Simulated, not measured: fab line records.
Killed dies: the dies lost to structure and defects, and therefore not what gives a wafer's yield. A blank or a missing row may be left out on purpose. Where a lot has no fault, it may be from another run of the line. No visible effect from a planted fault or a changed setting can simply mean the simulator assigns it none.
Problem report, 8D (eight disciplines) form, completed by code    flow n5_finfet    the parts of the form that need people (team, actions taken, sign-off) are left out

1. WHAT WENT WRONG
oes_product_au at N5_FIN_SAQP_MANDREL1_REMOVE_56 reads a mean of 0.658 a.u. on 5 wafers of 2 lots; wafers without a fault read 1.010 a.u. with a standard deviation of 0.015. That puts it -23 standard deviations away from the usual mean.
The step: chemistry HBr/Cl2/O2, target a-Si, stops on SiNx, bt time 10 s.
Earliest sighting: wafer L426.3 on rie_si-04 at day 7 07:44. At this step, 24 wafers from 8 lots have a number in the record. Rule for "out", or "out of limits": more than 4 standard deviations from the usual mean. Any other wafer with a number is counted as sound.

2. WHAT THIS IS AND IS NOT
question                     is                                      is not
which readings at this step  oes_product_au                          drypump_motor_current_A, throttle_valve_pct
which lots                   L426, L427                              L406, L407, L412, L416, L418, L420
which wafers of those lots   L426.3, L426.4, L427.3, L427.4, L427.5  L426.2
read on which tools          rie_si-04                               rie_si-01, rie_si-03
when                         from day 7 07:44                        up to then (19 sound wafers)

3. SUSPECTS, AND WHAT RULES EACH OUT
Counting: any tool at a process step up to the reading remains a suspect provided it ran every lot that is out. Sound lots after the first of them don't rule it out here, since some wafers of a struck lot are sound.
- rie_diel-06 at N5_FIN_SAQP_SPACER1_ETCHBACK_25 (etches SiO2 in CHF3/O2, target depth 24.4 nm, time 12.2 s): kept. It ran every lot that is out, first L426 (day 7 07:38); its last sound lot up to then is L418 (day 5 08:28).
- rie_si-04 at N5_FIN_SAQP_MANDREL1_REMOVE_56 (chemistry HBr/Cl2/O2, target a-Si, stops on SiNx, bt time 10 s): kept. It ran every lot that is out, first L426 (day 7 07:44); its last sound lot up to then is L418 (day 5 08:34). On those wafers its own readings are out: oes_product_au.
- Within rie_si-04 at N5_FIN_SAQP_MANDREL1_REMOVE_56: the wafers that are out ran in chambers 1, 2, 3; their sound lot-mates ran in chamber 0.
What counting leaves: rie_diel-06 at N5_FIN_SAQP_SPACER1_ETCHBACK_25 and rie_si-04 at N5_FIN_SAQP_MANDREL1_REMOVE_56.

4. THE CAUSE (what the simulator had put in)
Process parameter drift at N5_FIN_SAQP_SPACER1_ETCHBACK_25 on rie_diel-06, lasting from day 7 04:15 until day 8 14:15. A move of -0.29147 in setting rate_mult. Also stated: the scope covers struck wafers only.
After counting, 2 suspects remain, this tool included.

5. THE CHAIN OF EFFECTS, in route order
Each row: a reading where the mean over the struck wafers with a number is more than 3 standard deviations away from the usual. Readings are gone through only where the record gives a usual standard deviation; hours: the median, over the lots, of the time from a lot's start at the first step in this table giving one to that lot's start at this step; sigmas: the change measured in usual standard deviations.
hours  step                            reading               usual       on struck wafers  change  sigmas
0      N5_FIN_SAQP_MANDREL1_REMOVE_56  oes_product_au        1.010 a.u.  0.658             -0.352  -23
0      N5_FIN_SAQP_MANDREL_ETCH_58     oes_product_au        0.703 a.u.  0.479             -0.224  -19
262    N5_PASSIVATION_PROBE_49         defect_limited_yield  91.7 %      37.8              -53.9   -36
262    N5_PASSIVATION_PROBE_49         killed_at_front_end   38          665               +627    +57
262    N5_PASSIVATION_PROBE_49         killed_dies           97          734               +637    +37
262    N5_PASSIVATION_PROBE_49         killed_on_rim         13          49                +36     +10
262    N5_PASSIVATION_PROBE_49         sort_bin_5_function   4.8 %       58.8              +54.0   +59
262    N5_PASSIVATION_PROBE_49         sort_n_pass           1083        446               -637    -37
262    N5_PASSIVATION_PROBE_49         sort_yield_pct        91.7 %      37.8              -53.9   -36
Here are the process steps it includes:
- N5_FIN_SAQP_MANDREL1_REMOVE_56: chemistry HBr/Cl2/O2, target a-Si, stops on SiNx, bt time 10 s.
- N5_FIN_SAQP_MANDREL_ETCH_58: etches a-Si in HBr/Cl2, stops on SiNx, target depth 45 nm, bt time 10 s, time 27 s.
- N5_PASSIVATION_PROBE_49
At these later measuring or inspecting steps, every struck wafer for which the step has a row has a number for every such reading, and none has moved that far: N5_BEOL_M4_RC_MEAS_101.

6. WHAT WOULD HAVE CAUGHT IT SOONER
First out-of-limits reading in this record: day 7 07:44, which is 3 hours after fault onset at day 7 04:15.
Tool readings at N5_FIN_SAQP_SPACER1_ETCHBACK_25 with a usual standard deviation given in the record: none out on any struck wafer, hence no alarm at a limit of 4 standard deviations on them.
Among the 2 lots that are out, L427 began N5_FIN_SAQP_SPACER1_ETCHBACK_25 on rie_diel-06 after day 7 07:44. A tool hold placed at that time would have kept it from harm.
